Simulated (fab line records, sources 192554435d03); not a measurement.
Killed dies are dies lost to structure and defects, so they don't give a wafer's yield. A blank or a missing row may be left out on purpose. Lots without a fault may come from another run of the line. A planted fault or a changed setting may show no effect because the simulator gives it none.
One fault seen from 2 desks | flow n5_finfet | each desk has only its own numbers; what lay behind them comes last

THE TOOL OWNER'S DESK: cmp-03
The tool's own readings at N5_MOL_CONTACT_COAG_CMP_23 (polishes, stops on SiO2, t overpolish 1.5 s, target thk 0 nm): means of the sampled wafers that have a number, for each lot that ran on this tool. A lot is out of limits, marked OUT, if its mean lies more than 4 standard deviations from the usual mean; the brackets give that distance.
Columns: A = head_pressure_psi at N5_MOL_CONTACT_COAG_CMP_23, usual 2.001 psi; B = motor_current_A at N5_MOL_CONTACT_COAG_CMP_23, usual 8.5 A; C = overpolish_run_s at N5_MOL_CONTACT_COAG_CMP_23, usual 1.499 s; D = time_to_endpoint_s at N5_MOL_CONTACT_COAG_CMP_23, usual 8.4 s
lot  | first seen here | A               | B   | C     | D
L124 | day 6 14:20     | 2.212 (+51) OUT | 7.8 | 1.498 | 8.0
L126 | day 7 02:05     | 2.208 (+50) OUT | 8.4 | 1.499 | 6.4
L136 | day 9 16:30     | 1.999           | 8.8 | 1.497 | 6.5
This desk's finding: out of limits on L124, L126; first on L124, day 6 14:20 (head_pressure_psi at N5_MOL_CONTACT_COAG_CMP_23). In limits: L136.

THE METROLOGY DESK
What the gauges read, lot by lot, whatever tool the lot ran on: means of the sampled wafers that have a number. A lot is out of limits, marked OUT, if its mean lies more than 4 standard deviations from the usual mean; the brackets give that distance. Of its 10 readings 7 are shown: those that lie furthest out on some lot.
Columns: A = DIBL_P at N5_BEOL_M4_RC_MEAS_101, usual 37.4 mV/V; B = IOFF_N at N5_BEOL_M4_RC_MEAS_101, usual 0.18 nA/um; C = IOFF_P at N5_BEOL_M4_RC_MEAS_101, usual 0.23 nA/um; D = ION_P at N5_BEOL_M4_RC_MEAS_101, usual 467 uA/um; E = SS_P at N5_BEOL_M4_RC_MEAS_101, usual 73.5 mV/dec; F = VT_N at N5_BEOL_M4_RC_MEAS_101, usual 249 mV; G = VT_P at N5_BEOL_M4_RC_MEAS_101, usual -250 mV
lot  | first seen here | A    | B    | C    | D   | E    | F   | G
L124 | day 9 10:47     | 39.5 | 0.23 | 0.27 | 468 | 74.1 | 245 | -247
L126 | day 10 00:25    | 37.3 | 0.19 | 0.26 | 476 | 74.0 | 247 | -245
L127 | day 10 08:13    | 37.2 | 0.16 | 0.18 | 460 | 73.1 | 250 | -256
L136 | day 12 14:18    | 36.0 | 0.17 | 0.22 | 466 | 73.4 | 247 | -248
This desk's finding: nothing out of limits on any of the 4 lots.

PUT TOGETHER
The tool owner's desk could have raised an alarm at day 6 14:20, on L124, L126.
The metrology desk saw nothing out of limits.
The metrology desk has L124, L126 on record, within its limits.
Of the lots named, all ran N5_MOL_CONTACT_COAG_CMP_23 on cmp-03.

WHAT THE SIMULATOR HAD PUT IN
Process parameter drift: cmp-03, from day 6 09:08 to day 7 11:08, at N5_MOL_CONTACT_COAG_CMP_23. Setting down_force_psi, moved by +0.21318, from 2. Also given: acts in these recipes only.
Lots struck among those shown: L124, L126.
Hours from the fault's start to each desk's first reading out of limits: the tool owner's desk, 5.
